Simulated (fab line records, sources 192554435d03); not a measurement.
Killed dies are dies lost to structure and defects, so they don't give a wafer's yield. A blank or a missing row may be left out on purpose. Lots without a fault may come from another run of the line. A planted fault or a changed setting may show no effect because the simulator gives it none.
One fault seen from 2 desks | flow n5_finfet | each desk has only its own numbers; what lay behind them comes last

THE METROLOGY DESK
What the gauges read, lot by lot, whatever tool the lot ran on: means of the sampled wafers that have a number. A lot is out of limits, marked OUT, if its mean lies more than 4 standard deviations from the usual mean; the brackets give that distance. Of its 18 readings 7 are shown: the one that was out of limits first, and those that lie furthest out on some lot.
Columns: A = DIBL_N at N5_BEOL_M4_RC_MEAS_101, usual 36.0 mV/V; B = IOFF_N at N5_BEOL_M4_RC_MEAS_101, usual 0.154 nA/um; C = IOFF_N_85C at N5_BEOL_M4_RC_MEAS_101, usual 3.0 nA/um; D = IOFF_N_LIN at N5_BEOL_M4_RC_MEAS_101, usual 0.071 nA/um; E = IOFF_P at N5_BEOL_M4_RC_MEAS_101, usual 0.21 nA/um; F = IOFF_P_85C at N5_BEOL_M4_RC_MEAS_101, usual 3.6 nA/um; G = IOFF_P_LIN at N5_BEOL_M4_RC_MEAS_101, usual 0.099 nA/um
lot  | first seen here | A               | B                | C              | D                | E               | F              | G
L941 | day 9 05:26     | 37.4            | 0.166            | 3.3            | 0.079            | 0.23            | 4.0            | 0.108
L945 | day 11 22:34    | 36.9            | 0.164            | 3.2            | 0.076            | 0.20            | 3.5            | 0.094
L946 | day 12 00:50    | 35.4            | 0.145            | 2.9            | 0.069            | 0.19            | 3.4            | 0.096
L947 | day 12 05:21    | 36.4            | 0.141            | 2.8            | 0.067            | 0.19            | 3.2            | 0.089
L949 | day 12 18:04    | 36.3            | 0.150            | 3.0            | 0.070            | 0.20            | 3.5            | 0.095
L950 | day 13 03:38    | 37.2            | 0.161            | 3.1            | 0.075            | 0.19            | 3.3            | 0.090
L951 | day 13 09:31    | 37.1            | 0.171            | 3.3            | 0.078            | 0.20            | 3.5            | 0.092
L952 | day 13 12:22    | 37.2            | 0.155            | 3.0            | 0.070            | 0.20            | 3.5            | 0.092
L958 | day 15 03:25    | 43.0 (+4.1) OUT | 0.324 (+6.1) OUT | 5.5 (+5.8) OUT | 0.129 (+5.8) OUT | 0.42 (+5.8) OUT | 6.4 (+5.3) OUT | 0.177 (+5.6) OUT
This desk's finding: out of limits on L958; first on L958, day 15 03:25 (DIBL_N at N5_BEOL_M4_RC_MEAS_101). In limits: L941, L945, L946, L947, L949, L950, L951, L952.

THE TOOL OWNER'S DESK: ald_sin-03
The tool's own readings at N5_SPACER0_ALD_08 (deposits SiNx, target thk 2 nm): means of the sampled wafers that have a number, for each lot that ran on this tool. A lot is out of limits, marked OUT, if its mean lies more than 4 standard deviations from the usual mean; the brackets give that distance.
Columns: A = chamber_pressure_Torr at N5_SPACER0_ALD_08, usual 2.000 Torr; B = heater_power_w at N5_SPACER0_ALD_08, usual 842 W
lot  | first seen here | A     | B
L941 | day 3 16:20     | 2.002 | 856
L945 | day 4 13:35     | 1.996 | 837
L947 | day 4 19:56     | 2.002 | 856
L950 | day 5 10:49     | 1.999 | 869
L951 | day 5 19:38     | 1.998 | 814
L958 | day 7 13:49     | 2.001 | 893
This desk's finding: nothing out of limits on any of the 6 lots.

PUT TOGETHER
The metrology desk could have raised an alarm at day 15 03:25, on L958.
The tool owner's desk saw nothing out of limits.
The tool owner's desk has L958 on record, within its limits.
Of the lots named, all ran N5_SPACER0_ALD_08 on ald_sin-03.

WHAT THE SIMULATOR HAD PUT IN
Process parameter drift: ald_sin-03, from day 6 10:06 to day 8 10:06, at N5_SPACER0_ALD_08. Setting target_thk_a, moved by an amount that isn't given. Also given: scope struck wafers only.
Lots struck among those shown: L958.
Hours from the fault's start to each desk's first reading out of limits: the metrology desk, 209.
